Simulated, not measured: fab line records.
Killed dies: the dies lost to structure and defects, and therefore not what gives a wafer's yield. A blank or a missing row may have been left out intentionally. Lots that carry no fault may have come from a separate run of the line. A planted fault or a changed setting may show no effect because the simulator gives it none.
fab line records | flow nand_harc
record lots=14 | wafers=42 | last_day=33
route steps=1302 shown A_CHANNEL_FILL_D1@508 A_ONON_D2@558 A_CHANNEL_HOLE_D2@583 END@1302
lots that met no fault: taken from a fault-free run of the same line
start_h: hours from the record's first day to the start of the lot's first wafer shown | wait_h: hours from the lot's prior step to this one | " same as the row above | L1.1+2: one row covering several wafers at once | - no value present, or no start provided | * or withheld: withheld | < > ~ a bound
route shown NAME@n: a module of which the file shows steps, and the number in the route of the first | usual: average and standard deviation across the fault-free wafers | same: alike in all rows | chamber/n: place in a boat | sites: each site's reading | _std_site: standard deviation of those values | _edge_site: mean of outer sites minus mean of inner sites | radius_mm: for every site, how far away it sits from the centre of the wafer | mask NAME#n: copy n | behind: the tool/chamber that last shaped the wafer | hold: cause of the lot's hold/its duration in hours/its outcome | device: transistor that didn't switch, given as n, p or np | end of line: the same wafers' tests at the end of the route | a step without rows: its recipe alone | killed: count of dies lost to structure and defects at first sort (not the wafer's yield) | map: shows each die of a wafer: x if killed, . if not, _ if none is there
set.NAME: the run value of the setting; set.NAME@STEP: its run value at that earlier step | model.NAME: the simulator's own value behind a step, which no gauge read
route steps across a sampled set of lots; one table per step, one row per wafer
services: the hour from which a tool's chamber was out of use, counted from the record's first day as start_h (under 0 if before that day), plus the number of hours and why
## steps
# step NHARC_A_CHANNEL_FILL_D1_ETCHBACK_08
# recipe target_depth_a=2200 | time_s=110 | c4f8_flow_sccm=20 | ar_flow_sccm=withheld | rf_w=600 | bias_w=300 | chemistry=C4F8
# usual oes_product_au=0.96/0.035 | rf_vpp_V=442.0/2.7
lot.wafer | tool        | chamber | start_h | wait_h | oes_product_au | rf_hours_counter_h | rf_vpp_V
L651.1    | rie_diel-11 | 2       | -       | -      | 0.92           | 7.0                | 443.0
L651.6    | "           | 3       | "       | "      | 0.92           | -                  | 436.9
L651.5    | "           | 0       | "       | "      | 0.93           | -                  | 443.0
L652.3    | rie_diel-11 | 2       | -       | -      | 0.94           | 7.4                | 442.5
L652.2    | "           | 0       | "       | "      | 0.93           | 8.5                | 442.9
L652.6    | "           | 2       | "       | "      | 0.93           | -                  | 443.6
L655.4    | rie_diel-01 | 3       | -       | -      | 0.93           | 3.1                | 443.4
L655.1    | "           | 0       | "       | "      | 0.94           | 3.0                | 443.4
L655.5    | "           | 2       | "       | "      | 0.93           | -                  | 446.5
L654.1    | rie_diel-01 | 3       | -       | -      | 0.97           | 3.2                | 444.2
L654.6    | "           | 2       | "       | "      | 0.99           | -                  | 444.3
L654.5    | "           | 3       | "       | "      | 0.97           | -                  | 444.3
L656.1    | rie_diel-04 | 0       | -       | -      | 1.00           | 4.8                | 439.1
L656.3    | "           | 1       | "       | "      | 1.00           | 5.3                | 445.2
L656.6    | "           | 0       | "       | "      | 1.00           | -                  | 439.3
L659.3    | rie_diel-04 | 2       | -       | -      | 1.00           | 5.8                | 439.7
L659.1    | "           | 3       | "       | "      | 1.00           | 6.6                | 442.9
L659.2    | "           | 0       | "       | "      | 1.00           | 5.6                | 438.7
L658.3    | rie_diel-11 | 0       | -       | -      | 0.93           | 2.9                | 443.9
L658.1    | "           | 3       | "       | "      | 0.93           | 2.6                | 437.0
L658.4    | "           | 2       | "       | "      | 0.91           | -                  | 442.8
L663.1    | rie_diel-01 | 2       | -       | -      | 0.92           | 7.6                | 441.6
L663.4    | "           | 0       | "       | "      | 0.93           | 9.5                | 443.4
L663.5    | "           | 2       | "       | "      | 0.92           | -                  | 444.3
L668.1    | rie_diel-01 | 0       | -       | -      | 0.99           | 0.2                | 443.0
L668.4    | "           | 1       | "       | "      | 1.00           | 0.2                | 443.6
L668.3    | "           | 3       | "       | "      | 1.00           | 0.2                | 444.2
L670.3    | rie_diel-11 | 3       | -       | -      | 0.93           | 10.5               | 437.4
L670.2    | "           | 0       | "       | "      | 0.93           | 9.9                | 443.1
L670.4    | "           | 2       | "       | "      | 0.93           | 9.8                | 443.1
L671.3    | rie_diel-01 | 2       | -       | -      | 1.00           | 2.0                | 444.6
L671.6    | "           | 2       | "       | "      | 1.00           | -                  | 442.6
L671.5    | "           | 3       | "       | "      | 1.00           | -                  | 444.2
L672.4    | rie_diel-01 | 0       | -       | -      | 0.95           | 2.2                | 443.6
L672.3    | "           | 1       | "       | "      | 0.96           | 2.6                | 443.3
L672.1    | "           | 3       | "       | "      | 0.94           | 1.7                | 445.8
L673.4    | rie_diel-04 | 0       | -       | -      | 0.98           | 4.8                | 438.8
L673.5    | "           | 1       | "       | "      | 0.96           | -                  | 444.7
L673.6    | "           | 2       | "       | "      | 0.98           | -                  | 438.3
L674.1    | rie_diel-11 | 1       | -       | -      | 0.93           | 2.1                | 441.2
L674.4    | "           | 2       | "       | "      | 0.92           | 2.1                | 442.3
L674.6    | "           | 3       | "       | "      | 0.93           | -                  | 437.4
# step NHARC_A_ONON_D2_DEP_19
# recipe target_thk_a=10000 | n2_flow_sccm=2750 | n2o_flow_sccm=2000 | nh3_flow_sccm=500 | sih4_flow_sccm=210 | temp_c=400
# usual nh3_flow_sccm=499.9/1.5
lot.wafer | tool          | chamber | start_h | wait_h | nh3_flow_sccm
L651.1    | pecvd_onon-01 | 0       | 292.02  | 0.1    | 501.0
L651.5    | "             | 0       | "       | "      | 499.2
L651.6    | "             | 0       | "       | "      | 501.5
L652.2    | pecvd_onon-04 | 0       | 298.18  | 0.1    | 498.0
L652.3    | "             | 0       | "       | "      | 497.8
L652.6    | "             | 0       | "       | "      | 498.5
L655.1    | pecvd_onon-03 | 0       | 313.81  | 0.1    | 500.8
L655.4    | "             | 0       | "       | "      | 500.3
L655.5    | "             | 0       | "       | "      | 499.8
L654.1    | pecvd_onon-01 | 0       | 320.56  | 0.1    | 498.9
L654.5    | "             | 0       | "       | "      | 499.3
L654.6    | "             | 0       | "       | "      | 499.6
L656.1    | pecvd_onon-04 | 0       | 330.99  | 0.1    | 500.2
L656.3    | "             | 0       | "       | "      | 500.5
L656.6    | "             | 0       | "       | "      | 499.4
L659.1    | pecvd_onon-03 | 0       | 354.84  | 0.1    | 501.0
L659.2    | "             | 0       | "       | "      | 499.2
L659.3    | "             | 0       | "       | "      | 499.8
L658.1    | pecvd_onon-04 | 0       | 359.49  | 0.1    | 499.0
L658.3    | "             | 0       | "       | "      | 497.3
L658.4    | "             | 0       | "       | "      | 496.7
L663.1    | pecvd_onon-03 | 0       | 394.96  | 0.1    | 501.6
L663.4    | "             | 0       | "       | "      | 500.2
L663.5    | "             | 0       | "       | "      | 501.3
L668.1    | pecvd_onon-04 | 0       | 459.75  | 0.1    | 497.3
L668.3    | "             | 0       | "       | "      | 500.5
L668.4    | "             | 0       | "       | "      | 497.7
L670.2    | pecvd_onon-04 | 0       | 467.60  | 0.1    | 502.2
L670.3    | "             | 0       | "       | "      | 501.4
L670.4    | "             | 0       | "       | "      | 500.9
L671.3    | pecvd_onon-03 | 0       | 486.77  | 0.2    | 500.3
L671.5    | "             | 0       | "       | "      | 499.0
L671.6    | "             | 0       | "       | "      | 497.6
L672.1    | pecvd_onon-03 | 0       | 498.39  | 0.1    | 499.6
L672.3    | "             | 0       | "       | "      | 498.8
L672.4    | "             | 0       | "       | "      | 501.0
L673.4    | pecvd_onon-01 | 0       | 498.57  | 0.2    | 500.9
L673.5    | "             | 0       | "       | "      | 500.5
L673.6    | "             | 0       | "       | "      | 503.0
L674.1    | pecvd_onon-03 | 0       | 520.26  | 0.1    | 500.7
L674.4    | "             | 0       | "       | "      | 500.6
L674.6    | "             | 0       | "       | "      | 501.6
# step NHARC_A_ONON_D2_THK_MEAS_21
# recipe thk_meas_gauge=ellipsometry
# usual thk_nm=1001/9.5
lot.wafer | tool          | chamber | start_h | wait_h | thk_nm
L651.1    | film_metro-02 | -       | 292.53  | -      | 993
L651.5    | "             | -       | "       | "      | 996
L651.6    | "             | -       | "       | "      | 993
L652.2    | film_metro-02 | -       | 298.63  | -      | 983
L652.3    | "             | -       | "       | "      | 982
L652.6    | "             | -       | "       | "      | 984
L655.1    | film_metro-01 | -       | 314.32  | -      | 996
L655.4    | "             | -       | "       | "      | 995
L655.5    | "             | -       | "       | "      | 996
L654.1    | film_metro-01 | -       | 321.08  | -      | 999
L654.5    | "             | -       | "       | "      | 996
L654.6    | "             | -       | "       | "      | 996
L656.1    | film_metro-01 | -       | 331.50  | -      | 1008
L656.3    | "             | -       | "       | "      | 1009
L656.6    | "             | -       | "       | "      | 1008
L659.1    | film_metro-02 | -       | 355.35  | -      | 984
L659.2    | "             | -       | "       | "      | 985
L659.3    | "             | -       | "       | "      | 985
L658.1    | film_metro-02 | -       | 360.01  | -      | 1011
L658.3    | "             | -       | "       | "      | 1011
L658.4    | "             | -       | "       | "      | 1010
L663.1    | film_metro-01 | -       | 395.46  | -      | 1002
L663.4    | "             | -       | "       | "      | 1001
L663.5    | "             | -       | "       | "      | 1001
L668.1    | film_metro-02 | -       | 460.26  | -      | 1640
L668.3    | "             | -       | "       | "      | 1640
L668.4    | "             | -       | "       | "      | 1644
L670.2    | film_metro-02 | -       | 468.05  | -      | 1635
L670.3    | "             | -       | "       | "      | 1636
L670.4    | "             | -       | "       | "      | 1636
L671.3    | film_metro-02 | -       | 487.16  | -      | 1006
L671.5    | "             | -       | "       | "      | 1005
L671.6    | "             | -       | "       | "      | 1003
L672.1    | film_metro-01 | -       | 498.90  | -      | 1004
L672.3    | "             | -       | "       | "      | 1005
L672.4    | "             | -       | "       | "      | 1006
L673.4    | film_metro-02 | -       | 498.91  | -      | 1004
L673.5    | "             | -       | "       | "      | 1003
L673.6    | "             | -       | "       | "      | 1003
L674.1    | film_metro-01 | -       | 520.78  | -      | 1006
L674.4    | "             | -       | "       | "      | 1006
L674.6    | "             | -       | "       | "      | 1008
# step NHARC_A_CHANNEL_HOLE_D2_OVL_MEAS_11
# usual overlay_x_nm=0.0/0.81 | overlay_y_nm=0.0/0.76
lot.wafer | tool       | chamber | start_h | wait_h | overlay_x_nm | overlay_y_nm
L651.1    | overlay-01 | -       | 297.48  | -      | -0.6         | 0.3
L651.5    | "          | -       | "       | "      | -0.7         | 0.7
L651.6    | "          | -       | "       | "      | -0.4         | -0.3
L652.2    | overlay-01 | -       | 303.66  | -      | -0.7         | -0.3
L652.3    | "          | -       | "       | "      | -1.0         | 0.3
L652.6    | "          | -       | "       | "      | -1.2         | 0.1
L655.1    | overlay-02 | -       | 319.35  | -      | 0.3          | 0.2
L655.4    | "          | -       | "       | "      | 0.1          | 0.0
L655.5    | "          | -       | "       | "      | 0.8          | 0.0
L654.1    | overlay-01 | -       | 330.03  | -      | 1.1          | -1.3
L654.5    | "          | -       | "       | "      | 0.5          | -0.8
L654.6    | "          | -       | "       | "      | 0.9          | -1.1
L656.1    | overlay-02 | -       | 336.94  | -      | -0.8         | -1.1
L656.3    | "          | -       | "       | "      | -1.1         | -1.6
L656.6    | "          | -       | "       | "      | -0.7         | -0.5
L659.1    | overlay-01 | -       | 360.73  | -      | 0.2          | -0.4
L659.2    | "          | -       | "       | "      | -0.1         | -0.1
L659.3    | "          | -       | "       | "      | 0.0          | -0.3
L658.1    | overlay-01 | -       | 364.92  | -      | 0.6          | 1.8
L658.3    | "          | -       | "       | "      | 0.6          | 1.1
L658.4    | "          | -       | "       | "      | 0.7          | 1.2
L663.1    | overlay-02 | -       | 400.48  | -      | -1.8         | 0.6
L663.4    | "          | -       | "       | "      | -1.8         | 1.2
L663.5    | "          | -       | "       | "      | -0.6         | 0.6
L671.3    | overlay-02 | -       | 498.37  | -      | -0.7         | -0.1
L671.5    | "          | -       | "       | "      | 0.0          | -0.3
L671.6    | "          | -       | "       | "      | -0.8         | -0.2
L672.1    | overlay-01 | -       | 504.07  | -      | 0.3          | 1.1
L672.3    | "          | -       | "       | "      | 0.2          | 0.5
L672.4    | "          | -       | "       | "      | 0.5          | 1.2
L673.4    | overlay-01 | -       | 504.24  | -      | -1.0         | 0.0
L673.5    | "          | -       | "       | "      | -0.6         | -0.5
L673.6    | "          | -       | "       | "      | -0.1         | -0.1
L674.1    | overlay-02 | -       | 525.84  | -      | 1.0          | 0.1
L674.4    | "          | -       | "       | "      | 0.9          | 1.0
L674.6    | "          | -       | "       | "      | 0.3          | 1.1
# step NHARC_END_SORT_01
# recipe temp_c=25
# usual killed_at_array=54/16 | killed_at_other=0.6/0.86 | killed_at_periphery=3.8/2.6 | killed_dies=58/16 | killed_open=3.3/1.8 | killed_short=2.7/1.7
# same gross_dies=677
lot.wafer | tool      | chamber | start_h | wait_h | killed_at_array | killed_at_other | killed_at_periphery | killed_dies | killed_open | killed_short
L670.2    | prober-01 | 0       | 741.93  | 2.8    | 673             | 0               | 4                   | 677         | 6           | 3
L670.3    | prober-01 | 0       | 742.74  | 3.1    | 673             | 0               | 4                   | 677         | 2           | 5
L670.4    | prober-01 | 0       | 743.54  | 3.4    | 671             | 1               | 5                   | 677         | 4           | 0
L668.1    | prober-01 | 0       | 754.70  | 2.5    | 673             | 1               | 3                   | 677         | 6           | 3
L668.3    | prober-01 | 0       | 756.29  | 3.1    | 675             | 1               | 1                   | 677         | 3           | 0
L668.4    | prober-01 | 0       | 757.09  | 3.4    | 674             | 0               | 3                   | 677         | 4           | 6
# killed by level:class
L670.2 A_ONON_D2:area_dep=610 A_SLIT:chamber_film_flake=20 A_CHANNEL_HOLE_D2:chamber_film_flake=19 A_CONTACT:chamber_film_flake=7 A_CHANNEL_HOLE_D1:chamber_film_flake=5 P_CONTACT:chamber_film_flake=4 A_ONON_D1:geometric_particle:open=2 A_WL_FILL:chamber_film_flake=2
L670.3 A_ONON_D2:area_dep=620 A_SLIT:chamber_film_flake=15 A_CHANNEL_HOLE_D2:chamber_film_flake=13 A_CONTACT:chamber_film_flake=9 P_CONTACT:chamber_film_flake=3 A_CHANNEL_HOLE_D1:chamber_film_flake=3 A_WL_FILL:chamber_film_flake=3 A_CONTACT:geometric_particle:short=2
L670.4 A_ONON_D2:area_dep=618 A_SLIT:chamber_film_flake=15 A_CHANNEL_HOLE_D2:chamber_film_flake=13 A_CHANNEL_HOLE_D1:chamber_film_flake=10 A_CONTACT:chamber_film_flake=6 P_CONTACT:chamber_film_flake=3 A_WL_FILL:chamber_film_flake=2 A_ONON_D1:geometric_particle:open=1
L668.1 A_ONON_D2:area_dep=637 A_CHANNEL_HOLE_D1:chamber_film_flake=12 A_SLIT:chamber_film_flake=8 A_CONTACT:chamber_film_flake=4 A_CHANNEL_FILL_D2:geometric_particle:open=2 A_M0:geometric_particle:open=2 A_STAIRCASE:chamber_film_flake=2 P_M0:geometric_particle:short=1
L668.3 A_ONON_D2:area_dep=652 A_CHANNEL_HOLE_D1:chamber_film_flake=7 A_WL_FILL:chamber_film_flake=5 A_CONTACT:chamber_film_flake=4 A_SLIT:chamber_film_flake=3 A_ZERO_WELL:chamber_film_flake=2 P_GATE:geometric_particle:open=1 A_WL_FILL:geometric_particle:open=1
L668.4 A_ONON_D2:area_dep=647 A_CHANNEL_HOLE_D1:chamber_film_flake=9 A_CONTACT:chamber_film_flake=5 A_CHANNEL_HOLE_D2:geometric_particle:open=2 A_CHANNEL_FILL_D1:chamber_film_flake=2 A_SLIT:chamber_film_flake=2 A_WL_FILL:chamber_film_flake=2 P_STI:geometric_particle:short=1
## services
tool          | chamber | start_h | hours | kind
rie_diel-01   | -       | 222.88  | 0.7   | repair
pecvd_onon-03 | -       | 227.20  | 13.0  | pm
rie_diel-11   | -       | 255.56  | 9.0   | pm
pecvd_onon-01 | -       | 269.00  | 13.0  | pm
rie_diel-04   | -       | 279.04  | 0.5   | repair
rie_diel-11   | 1       | 283.59  | 54.3  | repair
rie_diel-04   | 2       | 293.35  | 1.4   | repair
rie_diel-04   | 2       | 309.20  | 31.1  | repair
pecvd_onon-04 | -       | 311.08  | 13.0  | pm
rie_diel-11   | 0       | 325.11  | 5.3   | repair
rie_diel-04   | 3       | 327.38  | 4.0   | repair
rie_diel-11   | -       | 335.84  | 0.3   | repair
rie_diel-01   | 2       | 377.92  | 2.5   | repair
rie_diel-01   | -       | 380.80  | 9.0   | pm
rie_diel-01   | 1       | 402.08  | 2.2   | repair
pecvd_onon-03 | -       | 408.20  | 13.0  | pm
rie_diel-01   | -       | 423.90  | 2.5   | repair
rie_diel-11   | 0       | 424.46  | 1.5   | repair
rie_diel-11   | -       | 432.56  | 9.0   | pm
rie_diel-11   | -       | 458.83  | 0.9   | repair
rie_diel-01   | 2       | 479.86  | 6.7   | repair
pecvd_onon-04 | -       | 492.08  | 13.0  | pm
rie_diel-01   | -       | 512.03  | 0.7   | repair
rie_diel-11   | 3       | 514.63  | 3.9   | repair
## key
first_sign step=NHARC_A_ONON_D2_THK_MEAS_21 | reading=thk_nm | direction=up | sigmas=67 | usual=1001 | struck=1638
effect step=NHARC_END_SORT_01 | reading=killed_at_array | direction=up | sigmas=39 | usual=54 | struck=673
more_kills_born_at NHARC_A_ONON_D2_DEP_19@pecvd_onon-04=3784
met_at NHARC_A_ONON_D2_DEP_19
struck_lots L668,L670
struck_wafers L668.1,L668.3,L668.4,L670.2,L670.3,L670.4
later_rows_left_out L668.1,L668.3,L668.4,L670.2,L670.3,L670.4
tester_left_out L668,L670
not_acting_at NHARC_A_CHANNEL_FILL_D1_ETCHBACK_08,NHARC_A_CHANNEL_HOLE_D2_OVL_MEAS_11
onset_between 359.49 459.75
fault kind=process_parameter_drift | tool=pecvd_onon-04 | chamber=0 | onset_h=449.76 | steps=NHARC_A_ONON_D2_DEP_19 | channel=target_thk_a | offset=* | shape=step | end_h=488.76 | acts_in=* | stated=*
# tester_left_out: of these lots the tester's yield and bins aren't shown, on N5 and GAA mostly nor the transistor test; their killed dies are dies lost to structure and defects alone, not to doping, threshold or leakage, so they don't give the yield
# later_rows_left_out: the simulator's readings of these wafers behind a module that went badly wrong aren't trusted and aren't shown, but for the sort
